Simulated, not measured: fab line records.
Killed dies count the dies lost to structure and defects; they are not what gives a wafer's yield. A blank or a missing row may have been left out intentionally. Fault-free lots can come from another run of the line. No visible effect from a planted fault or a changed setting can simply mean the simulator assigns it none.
Check of tool commonality | flow n5_finfet | 11 lots, 29 wafers sampled

== WHAT PROMPTED THE OPENING ==
N5_BEOL_M15_OVL_MEAS_29, reading M15_OVL: flagged on 2 of 11 lots. Wafers without a fault read -1 nm, standard deviation 5.5.
Rule: flag the lot when none of its wafers has a number, or when each of its wafers that has one lies beyond 4 standard deviations from that mean. The rest of the lots are taken to be sound.

lot  | measured     | on         | M15_OVL (nm), wafer by wafer | flag
L262 | day 11 23:29 | overlay-01 | -6 -9                        |
L265 | day 12 15:53 | overlay-02 | 4 -4 3                       |
L264 | day 13 01:50 | overlay-02 | -3 3                         |
L267 | day 13 05:40 | overlay-01 | -1 3 3                       |
L270 | day 14 01:51 | overlay-02 | -7 -5 8                      |
L266 | day 14 07:45 | overlay-01 | -8 -5 -3                     |
L274 | day 15 08:44 | overlay-02 | 106 102 109                  | FLAGGED
L276 | day 15 15:33 | overlay-01 | 116 123 117                  | FLAGGED
L278 | day 16 15:42 | overlay-01 | 9 11 10                      |
L279 | day 16 22:46 | overlay-01 | -3 3                         |
L285 | day 18 08:45 | overlay-02 | 3 3                          |
Average over the flagged lots: 112 nm; offset from the usual +113 nm, equal to +21 standard deviations.

== WHICH TOOL EACH LOT WENT THROUGH ==
Before the reading, the record contains 3 process steps out of a 1938-step route. Each cell gives the tool, then ch followed by the chambers the sampled wafers passed through, then the start.
lot  | flag    | N5_BEOL_M15_DESCUM_15              | N5_BEOL_M15_STRIP_64                          | N5_BEOL_M15_EXPOSE_25
L262 |         | rie_diel-02 ch 1,2, day 11 21:55   | rie_diel-02 ch 1,2, day 11 23:19 or earlier   | krf_scanner-01 ch 0, day 11 23:19
L265 |         | rie_diel-03 ch 1,2, day 12 14:21   | rie_diel-03 ch 1,2, day 12 15:41 or earlier   | krf_scanner-02 ch 0, day 12 15:41
L264 |         | rie_diel-02 ch 1,2, day 13 00:26   | rie_diel-02 ch 1,2, day 13 01:39 or earlier   | krf_scanner-02 ch 0, day 13 01:39
L267 |         | rie_diel-01 ch 1,2, day 13 04:08   | rie_diel-01 ch 1,2, day 13 05:28 or earlier   | krf_scanner-01 ch 0, day 13 05:28
L270 |         | rie_diel-02 ch 2,3, day 14 00:12   | rie_diel-02 ch 2,3, day 14 01:39 or earlier   | krf_scanner-02 ch 0, day 14 01:39
L266 |         | rie_diel-02 ch 1,2,3, day 14 06:13 | rie_diel-02 ch 1,2,3, day 14 07:33 or earlier | krf_scanner-01 ch 0, day 14 07:33
L274 | FLAGGED | rie_diel-02 ch 0,2, day 15 07:20   | rie_diel-02 ch 0,2, day 15 08:32 or earlier   | krf_scanner-01 ch 0, day 15 08:32
L276 | FLAGGED | rie_diel-01 ch 0,2,3, day 15 14:08 | rie_diel-01 ch 0,2,3, day 15 15:21 or earlier | krf_scanner-01 ch 0, day 15 15:21
L278 |         | rie_diel-03 ch 1,2,3, day 16 14:10 | rie_diel-03 ch 1,2,3, day 16 15:29 or earlier | krf_scanner-02 ch 0, day 16 15:29
L279 |         | rie_diel-03 ch 0,2, day 16 21:21   | rie_diel-03 ch 0,2, day 16 22:33 or earlier   | krf_scanner-02 ch 0, day 16 22:33
L285 |         | rie_diel-01 ch 1,3, day 18 07:13   | rie_diel-01 ch 1,3, day 18 08:33 or earlier   | krf_scanner-02 ch 0, day 18 08:33
These steps, and what they do:
- N5_BEOL_M15_DESCUM_15: chemistry O2, time 7.9 s.
- N5_BEOL_M15_STRIP_64: strips in O2.
- N5_BEOL_M15_EXPOSE_25: exposes mask M15, target cd 400 nm.
- N5_BEOL_M15_OVL_MEAS_29

== FLAGGED AGAINST TOTAL, ONE TOOL AT A TIME (gauges that did the reading follow at the end) ==
step                    | tool           | lots run | flagged | share of the flagged lots | sound lots run after its first flagged lot
N5_BEOL_M15_DESCUM_15   | rie_diel-01    | 3        | 1       | some                      | 1 (L285)
N5_BEOL_M15_DESCUM_15   | rie_diel-02    | 5        | 1       | some                      | 0
N5_BEOL_M15_DESCUM_15   | rie_diel-03    | 3        | 0       | none                      | -
N5_BEOL_M15_STRIP_64    | rie_diel-01    | 3        | 1       | some                      | 1 (L285)
N5_BEOL_M15_STRIP_64    | rie_diel-02    | 5        | 1       | some                      | 0
N5_BEOL_M15_STRIP_64    | rie_diel-03    | 3        | 0       | none                      | -
N5_BEOL_M15_EXPOSE_25   | krf_scanner-01 | 5        | 2       | all                       | 0
N5_BEOL_M15_EXPOSE_25   | krf_scanner-02 | 6        | 0       | none                      | -
N5_BEOL_M15_OVL_MEAS_29 | overlay-01     | 6        | 1       | some                      | 2 (L278,L279)
N5_BEOL_M15_OVL_MEAS_29 | overlay-02     | 5        | 1       | some                      | 1 (L285)
Because N5_BEOL_M15_STRIP_64 lacks a start for some lots, the hours and order of its lots are taken from N5_BEOL_M15_EXPOSE_25.

== WHAT IS ALLOWED BY THE TABLE ==
Rows of the table that ran each flagged lot: 1, that is krf_scanner-01 at N5_BEOL_M15_EXPOSE_25.
- krf_scanner-01 at N5_BEOL_M15_EXPOSE_25: 2 of its 5 lots flagged. Last sound lot L266 at day 14 07:33, first flagged lot L274 at day 15 08:32; a fault beginning in between fits.
Left over: one tool, krf_scanner-01 at N5_BEOL_M15_EXPOSE_25.

== WHAT HAD BEEN PUT IN BY THE SIMULATOR ==
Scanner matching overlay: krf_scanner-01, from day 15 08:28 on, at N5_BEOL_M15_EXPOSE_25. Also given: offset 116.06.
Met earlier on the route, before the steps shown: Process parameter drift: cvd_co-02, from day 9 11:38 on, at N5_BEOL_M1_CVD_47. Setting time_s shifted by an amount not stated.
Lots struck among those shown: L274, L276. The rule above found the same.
